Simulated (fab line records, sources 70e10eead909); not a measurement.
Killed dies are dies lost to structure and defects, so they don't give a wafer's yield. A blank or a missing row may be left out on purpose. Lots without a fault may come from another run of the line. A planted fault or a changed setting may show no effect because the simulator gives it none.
Chamber matching | flow nand_harc | NHARC_P_CONTACT_DEP_30 on pecvd-01: 3 sister chambers
The step deposits SiNx, target thk 30 nm. 16 wafers are shown with their chamber, then 8 later ones without.

WAFERS WITH THEIR CHAMBER
wafer  | chamber | heater_power_w (W) | susceptor_temp_C (C)
L075.1 | 1       | 656                | 400.12
L075.4 | 0       | 695                | 400.16
L075.5 | 2       | 614                | 399.79
L078.4 | 0       | 619                | 400.20
L078.5 | 1       | 755                | 400.13
L078.6 | 2       | 738                | 400.03
L080.3 | 1       | 732                | 400.03
L080.4 | 1       | 743                | 400.61
L080.5 | 2       | 691                | 400.42
L083.2 | 0       | 756                | 399.89
L083.3 | 2       | 681                | 399.85
L083.5 | 0       | 744                | 399.81
L084.4 | 2       | 668                | 399.76
L084.5 | 0       | 701                | 399.66
L084.6 | 1       | 714                | 400.04
L088.1 | 0       | 634                | 400.32

SIGNATURES (means of the wafers above)
reading          | chamber 0 | chamber 1 | chamber 2 | scatter within a chamber
heater_power_w   | 691.50    | 720.00    | 678.40    | 47.7
susceptor_temp_C | 400.0067  | 400.1860  | 399.9700  | 0.257
Rule: a wafer's distance from a chamber is the root of the sum, over the readings, of the square of ((its reading less the chamber's mean) divided by the reading's scatter). The wafer belongs to the nearest chamber; if the next one is less than 2 further off, it can't be placed. The scatter: the root of (the sum of the squares of (reading less its chamber's mean) over the shown wafers, divided by (wafers less chambers)).

WAFERS WITHOUT THEIR CHAMBER
wafer  | heater_power_w (W) | susceptor_temp_C (C)
L088.2 | 754                | 400.07
L088.3 | 727                | 400.09
L092.1 | 756                | 399.98
L092.2 | 625                | 400.08
L092.5 | 751                | 399.62
L097.1 | 668                | 399.89
L097.2 | 701                | 399.97
L097.3 | 728                | 400.13

WHICH CHAMBER EACH WENT THROUGH
wafer  | from the rows above          | in truth
L088.2 | can't be placed: 1 or 0 or 2 | 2
L088.3 | can't be placed: 1 or 0 or 2 | 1
L092.1 | can't be placed: 1 or 0 or 2 | 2
L092.2 | can't be placed: 2 or 0 or 1 | 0
L092.5 | can't be placed: 0 or 2 or 1 | 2
L097.1 | can't be placed: 2 or 0 or 1 | 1
L097.2 | can't be placed: 0 or 2 or 1 | 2
L097.3 | can't be placed: 1 or 0 or 2 | 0
Placed correctly: 0 of 8. Can't be placed from these rows: 8 (the true chamber is among the candidates in 8). Placed wrongly: 0.
